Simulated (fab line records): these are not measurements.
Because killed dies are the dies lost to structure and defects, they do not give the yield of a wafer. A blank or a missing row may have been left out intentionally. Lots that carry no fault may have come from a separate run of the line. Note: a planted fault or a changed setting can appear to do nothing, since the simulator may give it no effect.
Chamber matching || flow n5_finfet || ald_metal-03 running N5_BEOL_M1_ALD_84: 4 sister chambers
The step deposits TaN, pulse time 2 s, purge time 3 s, co reactant purge time 2 s. 16 wafers are shown with their chamber, then 8 later ones without.

EACH WAFER AND ITS CHAMBER
{"wafer": "L075.2", "chamber": 3, "heater_power_w (W)": 493, "precursor_vessel_pressure_torr (Torr)": 26.19, "mfc_carrier_sccm (sccm)": 1501}
{"wafer": "L075.4", "chamber": 0, "heater_power_w (W)": 347, "precursor_vessel_pressure_torr (Torr)": 26.34, "mfc_carrier_sccm (sccm)": 1498}
{"wafer": "L075.6", "chamber": 2, "heater_power_w (W)": 424, "precursor_vessel_pressure_torr (Torr)": 26.23, "mfc_carrier_sccm (sccm)": 1498}
{"wafer": "L077.1", "chamber": 1, "heater_power_w (W)": 508, "precursor_vessel_pressure_torr (Torr)": 26.29, "mfc_carrier_sccm (sccm)": 1501}
{"wafer": "L077.4", "chamber": 0, "heater_power_w (W)": 352, "precursor_vessel_pressure_torr (Torr)": 26.25, "mfc_carrier_sccm (sccm)": 1502}
{"wafer": "L077.6", "chamber": 3, "heater_power_w (W)": 507, "precursor_vessel_pressure_torr (Torr)": 26.29, "mfc_carrier_sccm (sccm)": 1501}
{"wafer": "L084.2", "chamber": 3, "heater_power_w (W)": 494, "precursor_vessel_pressure_torr (Torr)": 26.28, "mfc_carrier_sccm (sccm)": 1497}
{"wafer": "L084.3", "chamber": 1, "heater_power_w (W)": 513, "precursor_vessel_pressure_torr (Torr)": 26.21, "mfc_carrier_sccm (sccm)": 1497}
{"wafer": "L084.4", "chamber": 0, "heater_power_w (W)": 344, "precursor_vessel_pressure_torr (Torr)": 26.37, "mfc_carrier_sccm (sccm)": 1497}
{"wafer": "L087.1", "chamber": 1, "heater_power_w (W)": 503, "precursor_vessel_pressure_torr (Torr)": 26.17, "mfc_carrier_sccm (sccm)": 1500}
{"wafer": "L087.4", "chamber": 0, "heater_power_w (W)": 349, "precursor_vessel_pressure_torr (Torr)": 26.26, "mfc_carrier_sccm (sccm)": 1503}
{"wafer": "L087.5", "chamber": 1, "heater_power_w (W)": 506, "precursor_vessel_pressure_torr (Torr)": 26.23, "mfc_carrier_sccm (sccm)": 1494}
{"wafer": "L089.1", "chamber": 1, "heater_power_w (W)": 502, "precursor_vessel_pressure_torr (Torr)": 26.24, "mfc_carrier_sccm (sccm)": 1500}
{"wafer": "L089.5", "chamber": 1, "heater_power_w (W)": 504, "precursor_vessel_pressure_torr (Torr)": 26.18, "mfc_carrier_sccm (sccm)": 1492}
{"wafer": "L089.6", "chamber": 2, "heater_power_w (W)": 431, "precursor_vessel_pressure_torr (Torr)": 26.27, "mfc_carrier_sccm (sccm)": 1502}
{"wafer": "L090.3", "chamber": 1, "heater_power_w (W)": 497, "precursor_vessel_pressure_torr (Torr)": 26.18, "mfc_carrier_sccm (sccm)": 1503}

SIGNATURES, as means of the wafers listed above
{"reading": "heater_power_w", "chamber 0": 348.00, "chamber 1": 504.71, "chamber 2": 427.50, "chamber 3": 498.00, "scatter within a chamber": 5.26}
{"reading": "precursor_vessel_pressure_torr", "chamber 0": 26.3050, "chamber 1": 26.2143, "chamber 2": 26.2500, "chamber 3": 26.2533, "scatter within a chamber": 0.0486}
{"reading": "mfc_carrier_sccm", "chamber 0": 1500.00, "chamber 1": 1498.14, "chamber 2": 1500.00, "chamber 3": 1499.67, "scatter within a chamber": 3.41}
Rule: for each reading, subtract the chamber's mean from the wafer's reading, divide by that reading's scatter and square the result; add these up over the readings and take the root, which gives the wafer's distance from the chamber. If the next closest chamber is less than 2 further off than the closest, the wafer can't be placed; otherwise it belongs to the closest. The scatter: take each reading less its chamber's mean, square it, sum over the shown wafers, divide by the number of wafers less the number of chambers, and take the root.

WAFERS WITH NO CHAMBER GIVEN
{"wafer": "L090.4", "heater_power_w (W)": 485, "precursor_vessel_pressure_torr (Torr)": 26.11, "mfc_carrier_sccm (sccm)": 1508}
{"wafer": "L090.6", "heater_power_w (W)": 480, "precursor_vessel_pressure_torr (Torr)": 26.18, "mfc_carrier_sccm (sccm)": 1513}
{"wafer": "L091.1", "heater_power_w (W)": 433, "precursor_vessel_pressure_torr (Torr)": 26.21, "mfc_carrier_sccm (sccm)": 1494}
{"wafer": "L091.5", "heater_power_w (W)": 495, "precursor_vessel_pressure_torr (Torr)": 26.33, "mfc_carrier_sccm (sccm)": 1502}
{"wafer": "L091.6", "heater_power_w (W)": 427, "precursor_vessel_pressure_torr (Torr)": 26.31, "mfc_carrier_sccm (sccm)": 1499}
{"wafer": "L094.2", "heater_power_w (W)": 486, "precursor_vessel_pressure_torr (Torr)": 26.26, "mfc_carrier_sccm (sccm)": 1497}
{"wafer": "L094.4", "heater_power_w (W)": 416, "precursor_vessel_pressure_torr (Torr)": 26.24, "mfc_carrier_sccm (sccm)": 1500}
{"wafer": "L094.5", "heater_power_w (W)": 475, "precursor_vessel_pressure_torr (Torr)": 26.26, "mfc_carrier_sccm (sccm)": 1503}

EACH ONE'S CHAMBER
{"wafer": "L090.4", "from the rows above": "can't be placed: 3 or 1", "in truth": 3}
{"wafer": "L090.6", "from the rows above": "can't be placed: 3 or 1", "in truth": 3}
{"wafer": "L091.1", "from the rows above": 2, "in truth": 2}
{"wafer": "L091.5", "from the rows above": "can't be placed: 3 or 1", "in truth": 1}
{"wafer": "L091.6", "from the rows above": 2, "in truth": 2}
{"wafer": "L094.2", "from the rows above": "can't be placed: 3 or 1", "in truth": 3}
{"wafer": "L094.4", "from the rows above": 2, "in truth": 2}
{"wafer": "L094.5", "from the rows above": "can't be placed: 3 or 1", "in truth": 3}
Correct placement for 3 of the 8. From these rows, 5 cannot be placed; in 5 the true chamber is one of the candidates. Wrongly placed: 0.
